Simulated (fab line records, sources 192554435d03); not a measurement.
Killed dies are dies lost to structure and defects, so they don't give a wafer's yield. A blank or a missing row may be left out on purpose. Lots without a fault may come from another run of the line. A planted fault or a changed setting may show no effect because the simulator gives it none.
Which tool did it? | flow n5_finfet | 12 lots, 36 wafers sampled, at 3 steps of a route of 1938

WHAT THE GAUGES READ, wafer by wafer
N5_PASSIVATION_OVL_MEAS_63.
lot  | measured     | on         | PAD_OVL (nm)
L102 | day 12 18:56 | overlay-01 | -4 -4 -4
L103 | day 12 23:40 | overlay-02 | -3 3 2
L104 | day 13 09:03 | overlay-02 | 4 9 3
L105 | day 14 01:55 | overlay-02 | -3 -5 -5
L108 | day 14 19:40 | overlay-02 | 7 -2 1
L111 | day 14 23:21 | overlay-01 | 4 5 12
L117 | day 17 01:43 | overlay-01 | -2 -8 -4
L116 | day 16 22:04 | overlay-02 | 5 1 -2
L120 | day 17 03:17 | overlay-01 | 0 7 -3
L119 | day 17 08:14 | overlay-02 | 4 -6 9
L124 | day 18 16:34 | overlay-01 | 4 -5 -1
L125 | day 20 08:58 | overlay-02 | -1 -8 1

WHICH TOOL RAN EACH LOT (tool, then ch and the chambers of the sampled wafers, then the start)
lot  | N5_BEOL_M8_ETCH_72                 | N5_PASSIVATION_SPUTTER_20
L102 | rie_diel-02 ch 0,1, day 10 06:46   | pvd_sputter-03, day 12 18:12
L103 | rie_diel-04 ch 0,2,3, day 10 07:09 | pvd_sputter-03, day 12 23:04
L104 | rie_diel-04 ch 0,2,3, day 10 13:28 | pvd_sputter-03, day 13 08:27
L105 | rie_diel-01 ch 0,2, day 11 14:04   | pvd_sputter-01, day 14 01:19
L108 | rie_diel-04 ch 0,2,3, day 12 05:31 | pvd_sputter-01, day 14 19:04
L111 | rie_diel-01 ch 1,2,3, day 12 08:08 | pvd_sputter-02, day 14 22:38
L117 | rie_diel-01 ch 0,2,3, day 14 00:09 | pvd_sputter-02, day 17 01:07
L116 | rie_diel-02 ch 2,3, day 14 00:27   | pvd_sputter-02, day 16 21:20
L120 | rie_diel-01 ch 1,2,3, day 14 08:22 | pvd_sputter-03, day 17 02:33
L119 | rie_diel-01 ch 0,1,2, day 14 09:04 | pvd_sputter-01, day 17 07:38
L124 | rie_diel-01 ch 0,3, day 16 05:18   | pvd_sputter-03, day 18 15:58
L125 | rie_diel-04 ch 0,1,3, day 17 10:50 | pvd_sputter-01, day 20 08:22
- N5_BEOL_M8_ETCH_72: etches underlayer in N2/H2, target depth 6.5 nm, time 5.2 s.
- N5_PASSIVATION_SPUTTER_20: material TaN, target thk 50 nm.

WHAT THE TOOLS THEMSELVES READ (means of the sampled wafers that have a number; where no wafer has one, the mark that the record gives instead)
N5_BEOL_M8_ETCH_72.
lot  | tool        | drypump_motor_current_A (A) | etch_rf_on_time_s (s) | oes_product_au (a.u.) | rf_vpp_V (V) | showerhead_plenum_p_Torr (Torr) | throttle_valve_pct (%)
L102 | rie_diel-02 | 5.5                         | 5.13                  | 0.65                  | 522.7        | 2.46                            | 17.76
L103 | rie_diel-04 | 5.8                         | 5.20                  | 0.70                  | 526.2        | 2.57                            | 17.75
L104 | rie_diel-04 | 5.7                         | 5.20                  | 0.69                  | 523.7        | 2.57                            | 17.75
L105 | rie_diel-01 | 5.4                         | 5.35                  | 0.63                  | 522.8        | 2.56                            | 17.88
L108 | rie_diel-04 | 5.8                         | 5.22                  | 0.68                  | 523.3        | 2.56                            | 17.77
L111 | rie_diel-01 | 5.5                         | 5.24                  | 0.72                  | 526.6        | 2.63                            | 17.75
L117 | rie_diel-01 | 5.4                         | 5.24                  | 0.65                  | 525.8        | 2.62                            | 17.86
L116 | rie_diel-02 | 5.8                         | 5.07                  | 0.78                  | 526.2        | 2.64                            | 17.62
L120 | rie_diel-01 | 5.5                         | 5.16                  | 0.71                  | 525.1        | 2.62                            | 17.76
L119 | rie_diel-01 | 5.5                         | 5.27                  | 0.68                  | 524.7        | 2.55                            | 17.85
L124 | rie_diel-01 | 4.9                         | 5.34                  | 0.61                  | 525.4        | 2.54                            | 17.90
L125 | rie_diel-04 | 6.0                         | 5.30                  | 0.68                  | 524.6        | 2.59                            | 17.84

N5_PASSIVATION_SPUTTER_20.
lot  | tool           | throttle_valve_pct (%)
L102 | pvd_sputter-03 | 30.6
L103 | pvd_sputter-03 | 30.8
L104 | pvd_sputter-03 | 30.9
L105 | pvd_sputter-01 | 31.2
L108 | pvd_sputter-01 | 31.4
L111 | pvd_sputter-02 | 28.8
L117 | pvd_sputter-02 | 29.7
L116 | pvd_sputter-02 | 29.0
L120 | pvd_sputter-03 | 31.3
L119 | pvd_sputter-01 | 30.8
L124 | pvd_sputter-03 | 30.5
L125 | pvd_sputter-01 | 30.6

THE ANSWER, worked out from the rows above alone
Rule: what is usual is taken from the lots themselves. Put in order of their means at a reading, lots are off if they are a third of the lots or fewer, leave a main group of 4 or more, and stand apart from it by a gap of 3 or more times the standard deviation of the main group's means; of several such gaps the widest counts. A main group whose means are all the same, to the digits that the tables above print for the reading, isn't used. A lot without any number at a reading at which 4 lots or more have one is off too. The other lots that the step has rows for count as sound. The gauges are gone through in route order, then the tools' own readings, and for those a lot's mean is taken as printed above. The first step at which some lot is off is used, and at that step the reading that is off furthest; a lot without a number counts as furthest.
No lot is off at any reading shown: from this, nothing can be told.

WHAT THE SIMULATOR HAD PUT IN
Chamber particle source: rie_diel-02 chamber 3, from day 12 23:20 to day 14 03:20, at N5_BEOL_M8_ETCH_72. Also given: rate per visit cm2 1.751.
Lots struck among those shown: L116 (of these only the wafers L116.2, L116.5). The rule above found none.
